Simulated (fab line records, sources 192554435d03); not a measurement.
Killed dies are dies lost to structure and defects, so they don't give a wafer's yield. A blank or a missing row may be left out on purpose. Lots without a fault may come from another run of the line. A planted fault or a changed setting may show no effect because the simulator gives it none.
Which tool did it? | flow n5_finfet | 10 lots, 28 wafers sampled, at 5 steps of a route of 1938

WHAT THE GAUGES READ, wafer by wafer
N5_BEOL_M4_RC_MEAS_101. Usual: DIBL_N 36.9 mV/V, standard deviation 1.6; DIBL_P 37.1 mV/V, standard deviation 2; IOFF_N 0.17 nA/um, standard deviation 0.032; IOFF_P 0.22 nA/um, standard deviation 0.036; ION_N 674 uA/um, standard deviation 12; ION_P 463 uA/um, standard deviation 7.8; SS_N 71.7 mV/dec, standard deviation 0.63; SS_P 73.5 mV/dec, standard deviation 0.62; VT_N 249 mV, standard deviation 3.3; VT_P -250 mV, standard deviation 3.5.
lot  | measured     | on        | DIBL_N (mV/V)  | DIBL_P (mV/V)  | IOFF_N (nA/um) | IOFF_P (nA/um) | ION_N (uA/um) | ION_P (uA/um) | SS_N (mV/dec)  | SS_P (mV/dec)  | VT_N (mV)   | VT_P (mV)      | flag
L149 | day 8 17:02  | prober-01 | 37.0 37.6 38.1 | 37.2 38.0 38.1 | 0.15 0.16 0.16 | 0.19 0.21 0.20 | 652 668 663   | 448 462 453   | 70.9 71.8 71.5 | 74.1 74.3 73.8 | 251 252 252 | -257 -253 -253 |
L150 | day 9 03:10  | prober-01 | 38.6 36.9 35.1 | 39.4 39.0 35.2 | 0.20 0.18 0.14 | 0.29 0.29 0.21 | 679 689 664   | 469 474 464   | 71.8 72.1 71.2 | 74.3 73.9 73.3 | 247 249 252 | -246 -246 -248 |
L151 | day 9 14:09  | prober-01 | 34.7 38.3 35.0 | 36.2 39.0 35.9 | 0.13 0.18 0.14 | 0.19 0.22 0.18 | 656 672 665   | 462 457 463   | 70.8 72.0 70.9 | 73.8 74.0 73.2 | 253 249 251 | -251 -251 -252 |
L156 | day 10 13:36 | prober-02 | 35.6 38.5      | 38.5 39.7      | 0.16 0.21      | 0.23 0.26      | 687 678       | 467 465       | 70.9 71.1      | 73.9 74.3      | 250 249     | -251 -250      |
L158 | day 11 00:10 | prober-02 | 39.5 39.5 37.1 | 37.4 37.6 34.6 | 0.17 0.18 0.13 | 0.19 0.20 0.15 | 668 687 661   | 444 466 450   | 72.3 72.0 71.7 | 73.3 74.1 72.9 | 248 247 255 | -253 -252 -258 |
L159 | day 11 09:43 | prober-01 | 33.2 34.9      | 33.8 36.9      | 0.11 0.14      | 0.13 0.17      | 658 664       | 451 457       | 71.9 71.5      | 72.2 72.2      | 258 252     | -257 -254      |
L164 | day 12 15:25 | prober-02 | 38.5 36.6 36.5 | 38.4 36.3 35.3 | 0.20 0.16 0.15 | 0.23 0.20 0.18 | 671 654 653   | 458 453 446   | 72.4 72.5 72.2 | 73.7 73.3 72.3 | 248 250 254 | -248 -252 -254 |
L166 | day 12 16:58 | prober-01 | 36.1 41.5 36.2 | 33.3 40.4 33.7 | 0.14 0.26 0.14 | 0.20 0.34 0.20 | 668 700 674   | 458 481 465   | 70.9 71.9 71.4 | 72.6 74.8 72.5 | 251 243 251 | -249 -241 -247 |
L167 | day 13 10:24 | prober-02 | 38.9 36.9 35.1 | 36.3 34.8 33.3 | 0.19 0.15 0.13 | 0.25 0.23 0.20 | 672 674 666   | 465 463 462   | 73.1 71.7 71.1 | 74.1 74.1 73.0 | 250 251 253 | -247 -249 -250 |
L169 | day 13 14:08 | prober-01 | 36.7 35.1 38.2 | 34.9 32.2 36.6 | 0.18 0.14 0.19 | 0.25 0.20 0.27 | 682 667 673   | 472 464 466   | 71.2 71.7 72.0 | 73.7 72.9 73.8 | 246 253 248 | -246 -249 -245 |

WHICH TOOL RAN EACH LOT (tool, then ch and the chambers of the sampled wafers, then the start)
lot  | N5_MOL_CONTACT_COAG_STRIP_49         | N5_BEOL_M0_SAQP_PECVD_04       | N5_BEOL_M0_SAQP_COAT_82           | N5_BEOL_M0_SAQP_DESCUM_19
L149 | plasma_asher-02 ch 0,1, day 5 17:06  | pecvd-01 ch 0,2, day 5 21:42   | litho_track-02 ch 0, day 5 21:55  | rie_diel-06 ch 0,1, day 5 22:28
L150 | plasma_asher-01 ch 0,1, day 5 22:37  | pecvd-01 ch 0,2, day 6 03:56   | litho_track-04 ch 0, day 6 04:12  | rie_diel-04 ch 0,2, day 6 04:40
L151 | plasma_asher-01 ch 0,1, day 6 08:45  | pecvd-01 ch 0,1,2, day 6 14:08 | litho_track-01 ch 0, day 6 14:21  | rie_diel-06 ch 0,1, day 6 14:41
L156 | plasma_asher-01 ch 0,1, day 7 07:04  | pecvd-04 ch 0,1, day 7 13:54   | litho_track-04 ch 0, day 7 14:05  | rie_diel-02 ch 0,3, day 7 14:48
L158 | plasma_asher-02 ch 0,1, day 8 04:18  | pecvd-04 ch 0,1,2, day 8 10:52 | litho_track-04 ch 0, day 8 11:04  | rie_diel-06 ch 0,3, day 8 12:15
L159 | plasma_asher-01 ch 1, day 8 11:01    | pecvd-01 ch 1,2, day 8 17:46   | litho_track-04 ch 0, day 8 17:59  | rie_diel-06 ch 0, day 8 18:26
L164 | plasma_asher-02 ch 0,1, day 9 12:16  | pecvd-04 ch 0,2, day 9 17:05   | litho_track-01 ch 0, day 9 17:17  | rie_diel-04 ch 0,1, day 9 17:38
L166 | plasma_asher-01 ch 0,1, day 10 01:31 | pecvd-04 ch 0,1, day 10 07:12  | litho_track-02 ch 0, day 10 07:25 | rie_diel-04 ch 1,3, day 10 07:52
L167 | plasma_asher-01 ch 0,1, day 10 07:53 | pecvd-04 ch 0,2, day 10 16:32  | litho_track-02 ch 0, day 10 16:44 | rie_diel-06 ch 0,1,2, day 10 17:11
L169 | plasma_asher-01 ch 0,1, day 10 15:17 | pecvd-01 ch 1,2, day 10 20:57  | litho_track-04 ch 0, day 10 21:10 | rie_diel-04 ch 0,1,2, day 10 21:40
- N5_MOL_CONTACT_COAG_STRIP_49: strips in N2/H2, time 30 s.
- N5_BEOL_M0_SAQP_PECVD_04: deposits a-Si from SiH4/He, target thk 60 nm, time 60.2 s.
- N5_BEOL_M0_SAQP_COAT_82: time 60 s, resist thk 30 nm.
- N5_BEOL_M0_SAQP_DESCUM_19: chemistry O2, time 7.9 s.

WHAT THE TOOLS THEMSELVES READ (means of the sampled wafers that have a number; where no wafer has one, the mark that the record gives instead)
N5_MOL_CONTACT_COAG_STRIP_49. Usual: drypump_motor_current_A 6.2 A, standard deviation 0.36; heater_power_w 333 W, standard deviation 30; n2_flow_sccm 1750 sccm, standard deviation 4.7; temp_c 250.03 C, standard deviation 0.17.
lot  | tool            | drypump_motor_current_A (A) | heater_power_w (W) | n2_flow_sccm (sccm) | temp_c (C) | flag
L149 | plasma_asher-02 | 5.9                         | 366                | 1755                | 250.01     |
L150 | plasma_asher-01 | 6.3                         | 312                | 1749                | 250.33     |
L151 | plasma_asher-01 | 6.4                         | 309                | 1747                | 249.91     |
L156 | plasma_asher-01 | 6.3                         | 320                | 1750                | 249.92     |
L158 | plasma_asher-02 | 6.2                         | 359                | 1756                | 250.04     |
L159 | plasma_asher-01 | 6.4                         | 294                | 1748                | 250.06     |
L164 | plasma_asher-02 | 6.2                         | 362                | 1751                | 250.07     |
L166 | plasma_asher-01 | 6.3                         | 324                | 1748                | 250.12     |
L167 | plasma_asher-01 | 6.3                         | 322                | 1747                | 250.03     |
L169 | plasma_asher-01 | 6.4                         | 302                | 1749                | 249.99     |

N5_BEOL_M0_SAQP_PECVD_04. Usual: chamber_pressure_Torr 3.000 Torr, standard deviation 0.0069; heater_power_w 634 W, standard deviation 69; showerhead_plenum_p_Torr 5.691 Torr, standard deviation 0.027; showerhead_vpp_V 641 V, standard deviation 27; throttle_valve_pct 17.9 %, standard deviation 1.1.
lot  | tool     | chamber_pressure_Torr (Torr) | heater_power_w (W) | showerhead_plenum_p_Torr (Torr) | showerhead_vpp_V (V) | throttle_valve_pct (%) | flag
L149 | pecvd-01 | 2.994                        | 553                | 5.694                           | 637                  | 18.3                   |
L150 | pecvd-01 | 2.993                        | 635                | 5.663                           | 641                  | 17.3                   |
L151 | pecvd-01 | 3.001                        | 599                | 5.682                           | 624                  | 17.3                   |
L156 | pecvd-04 | 2.994                        | 645                | 5.704                           | 664                  | 18.5                   |
L158 | pecvd-04 | 3.007                        | 667                | 5.703                           | 648                  | 18.3                   |
L159 | pecvd-01 | 2.998                        | 682                | 5.660                           | 627                  | 16.9                   |
L164 | pecvd-04 | 3.002                        | 662                | 5.703                           | 634                  | 18.0                   |
L166 | pecvd-04 | 2.996                        | 641                | 5.703                           | 677                  | 18.7                   |
L167 | pecvd-04 | 3.004                        | 639                | 5.713                           | 649                  | 18.6                   |
L169 | pecvd-01 | 3.003                        | 656                | 5.657                           | 621                  | 16.7                   |

N5_BEOL_M0_SAQP_COAT_82. Usual: heater_power_total_W 427.6 W, standard deviation 2.1; resist_line_temp_C 23.01 C, standard deviation 0.087; run_length_s 66.22 s, standard deviation 0.13.
lot  | tool           | heater_power_total_W (W) | resist_line_temp_C (C) | run_length_s (s) | flag
L149 | litho_track-02 | 426.4                    | 23.03                  | 66.20            |
L150 | litho_track-04 | 428.9                    | 23.00                  | 66.13            |
L151 | litho_track-01 | 429.6                    | 23.08                  | 66.34            |
L156 | litho_track-04 | 481.9                    | 23.15                  | 56.67            | OFF
L158 | litho_track-04 | 467.2                    | 23.07                  | 59.91            | OFF
L159 | litho_track-04 | 482.9                    | 23.05                  | 56.73            | OFF
L164 | litho_track-01 | 427.6                    | 23.03                  | 66.24            |
L166 | litho_track-02 | 427.8                    | 23.06                  | 66.24            |
L167 | litho_track-02 | 427.3                    | 23.01                  | 66.29            |
L169 | litho_track-04 | 428.0                    | 22.94                  | 66.19            |

N5_BEOL_M0_SAQP_DESCUM_19. Usual: bias_power_w 20.00 W, standard deviation 0.058; drypump_motor_current_A 5.4 A, standard deviation 0.44; oes_product_au 0.80 a.u., standard deviation 0.1; rf_vpp_V 243.3 V, standard deviation 1.4; showerhead_plenum_p_Torr 2.11 Torr, standard deviation 0.078; temp_c 39.98 C, standard deviation 0.12; throttle_valve_pct 20.48 %, standard deviation 0.29.
lot  | tool        | bias_power_w (W) | drypump_motor_current_A (A) | oes_product_au (a.u.) | rf_vpp_V (V) | showerhead_plenum_p_Torr (Torr) | temp_c (C) | throttle_valve_pct (%) | flag
L149 | rie_diel-06 | 19.95            | 5.1                         | 0.83                  | 242.2        | 2.03                            | 39.96      | 20.54                  |
L150 | rie_diel-04 | 19.96            | 5.3                         | 0.92                  | 243.9        | 2.14                            | 40.05      | 20.10                  |
L151 | rie_diel-06 | 20.03            | 5.5                         | 0.88                  | 241.5        | 2.05                            | 39.74      | 20.50                  |
L156 | rie_diel-02 | 20.02            | 5.8                         | 0.83                  | 244.8        | 2.19                            | 39.95      | 20.49                  |
L158 | rie_diel-06 | 19.99            | 4.8                         | 0.70                  | 242.9        | 2.10                            | 39.94      | 20.56                  |
L159 | rie_diel-06 | 20.04            | 4.8                         | 0.74                  | 241.2        | 1.99                            | 39.87      | 20.63                  |
L164 | rie_diel-04 | 19.95            | 5.5                         | 0.80                  | 243.6        | 2.11                            | 39.93      | 20.36                  |
L166 | rie_diel-04 | 20.01            | 5.5                         | 0.73                  | 243.6        | 2.13                            | 40.07      | 20.70                  |
L167 | rie_diel-06 | 19.95            | 5.1                         | 0.84                  | 243.1        | 2.08                            | 40.06      | 20.46                  |
L169 | rie_diel-04 | 19.99            | 5.4                         | 0.83                  | 244.2        | 2.12                            | 40.03      | 20.26                  |

THE ANSWER, worked out from the rows above alone
Rule: a lot is off if the mean of its wafers that have a number lies more than 3 standard deviations from the usual mean. A lot without any number at a reading at which 4 lots or more have one is off too. The other lots that the step has rows for count as sound. The gauges are gone through in route order, then the tools' own readings, and for those a lot's mean is taken as printed above. The first step at which some lot is off is used, and at that step the reading that is off furthest; a lot without a number counts as furthest.
Off: L156, L158, L159, at N5_BEOL_M0_SAQP_COAT_82 (run_length_s).
A tool fits if, at that step or a process step before it, it ran every lot that is off, and no sound lot after the first of them. None of those tried fits.

WHAT THE SIMULATOR HAD PUT IN
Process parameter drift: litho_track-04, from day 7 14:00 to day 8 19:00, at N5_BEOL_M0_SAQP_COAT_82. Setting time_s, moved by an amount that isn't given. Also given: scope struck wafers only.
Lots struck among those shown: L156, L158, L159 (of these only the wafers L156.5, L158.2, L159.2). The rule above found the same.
